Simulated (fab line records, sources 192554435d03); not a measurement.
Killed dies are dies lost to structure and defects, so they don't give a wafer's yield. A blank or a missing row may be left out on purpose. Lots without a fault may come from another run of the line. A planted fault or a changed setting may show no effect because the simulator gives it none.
A struck lot beside a sound one | flow n5_finfet | 36 steps out of a route of 1938
Sound: wafers L200.2, L200.3, L200.6. Struck: wafers L198.1, L198.4, L198.6. The cause comes at the end.
At each step with rows: each side's tool, then ch and its chambers, then its first start. Under that, the readings that differ: sound wafers | struck wafers | difference of the means | sigmas: that difference in standard deviations of wafers without a fault.
alike: readings whose means differ by less than 2 such deviations, and words and numbers that are the same on both sides. not compared: withheld readings, readings that some wafer has no value for, bounds like >300 that may hide the same value, and numbers for which the record gives no deviation and whose values overlap.
The two part at a step that has a row with sigmas, a row that says differs or no value, or rows on one side only. Numbers that don't overlap but have no deviation are shown without sigmas and don't part them. A reading that every wafer of one side lacks parts them only if that side has two wafers or more.

first, 9 steps without rows for these wafers: N5_BEOL_M4_ANNEAL_95 (time 240 s); N5_BEOL_M4_SPUTTER_96 (material Cu, target thk 4.5 nm, time 8.29 s); N5_BEOL_M4_ECD_50 (material Cu, target thk 300 nm); N5_BEOL_M4_ANNEAL_51 (time 90 s); N5_BEOL_M4_CMP_52 (polishes, stops on SiOC, t overpolish 6.8 s, target thk 40 nm); N5_BEOL_M4_PRE_CLEAN_60 (time 15 s); N5_BEOL_M4_CO_CAP_55 (material Co, precursor CCTBA/H2, target thk 2 nm, time 102.1 s); N5_BEOL_M4_PRE_CLEAN_56 (time 15 s); N5_BEOL_M4_DEP_57 (deposits SiCN from 3MS/NH3, target thk 8 nm, time 14 s).
N5_BEOL_M4_RC_MEAS_101:
  sound on prober-01 ch 0, day 12 17:35; struck on prober-02 ch 0, day 12 10:39
  alike: DIBL_N, DIBL_P, IOFF_N, IOFF_P, ION_N, ION_P, SS_N, SS_P, VT_N, VT_P
then, 24 steps without rows for these wafers: N5_BEOL_M5_ILD_DEP_00 (deposits SiCOH lowk from DEMS/porogen, target thk 140.64 nm, time 25.9 s); N5_BEOL_M5_CURE_79 (cures SiCOH lowk, time 240 s); N5_BEOL_M5_PECVD_70 (deposits SiO2 from TEOS/O2, target thk 16 nm, time 18 s); N5_BEOL_M5_HM_DEP_02 (deposits TiN, target thk 20 nm); N5_BEOL_M5_COAT_59 (time 60 s, resist thk 60 nm); N5_BEOL_M5_COAT_60 (time 60 s, resist thk 12 nm); N5_BEOL_M5_COAT_71 (time 60 s, resist thk 5 nm); N5_BEOL_M5_COAT_05 (resist thk 30 nm); N5_BEOL_M5_EBR_07; N5_BEOL_M5_SOFTBAKE_06 (time 60 s); N5_BEOL_M5_EXPOSE_08 (exposes mask M5, target cd 28 nm); N5_BEOL_M5_PEB_09 (peb time 60 s); N5_BEOL_M5_DEVELOP_10 (develop time 30 s); N5_BEOL_M5_DESCUM_16 (chemistry O2, time 7 s); N5_BEOL_M5_ETCH_72 (etches underlayer in N2/H2, target depth 6.5 nm, time 5.2 s); N5_BEOL_M5_ETCH_61 (etches SiARC in CF4, target depth 15.6 nm, time 26 s); N5_BEOL_M5_ETCH_62 (etches SOC in N2/H2, target depth 75 nm, overetch 15 nm, time 112.5 s); N5_BEOL_M5_STRIP_63 (strips in N2/H2); N5_BEOL_M5_STRIP_73 (strips in N2/H2); N5_BEOL_M5_STRIP_64 (strips in CF4); N5_BEOL_M5_HM_OPEN_17 (chemistry Cl2/BCl3, target TiN, target depth 20 nm, overetch 6 nm); N5_BEOL_M5_STRIP_19 (strips in O2); N5_BEOL_M5_COAT_65 (time 60 s, resist thk 60 nm); N5_BEOL_M5_COAT_66 (time 60 s, resist thk 12 nm).
-- the record jumps here: 3 days lie between the struck wafers' starts before and after (it left off in module BEOL_M5 and takes up again in module BEOL_M11, whose first step shown is number 1579 of the route) --
N5_BEOL_M11_ETCH_41: etches SiCN in CH3F/O2, target depth 42.6 nm, time 86 s.
  sound on rie_diel-02 ch 1,2,3, day 15 18:46; struck on rie_diel-06 ch 0,3, day 15 03:14
  no value came back on the struck wafers for any of 7 readings (CH3F_flow_sccm (sccm), O2_flow_sccm (sccm) and others); on the sound wafers CH3F_flow_sccm (sccm) reads 29.83 30.21 29.99
  not compared: rf_hours_counter_h
N5_PASSIVATION_PROBE_49:
  the record has rows for the struck wafers here (prober-01, day 16 22:18) and none for the sound ones

WHERE THEY PART
First at N5_BEOL_M11_ETCH_41; last, within this record, at N5_PASSIVATION_PROBE_49.

WHY: what the simulator had put in
Skipped step whole: rie_diel-06, from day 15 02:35 on, at N5_BEOL_M11_ETCH_41. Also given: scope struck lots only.
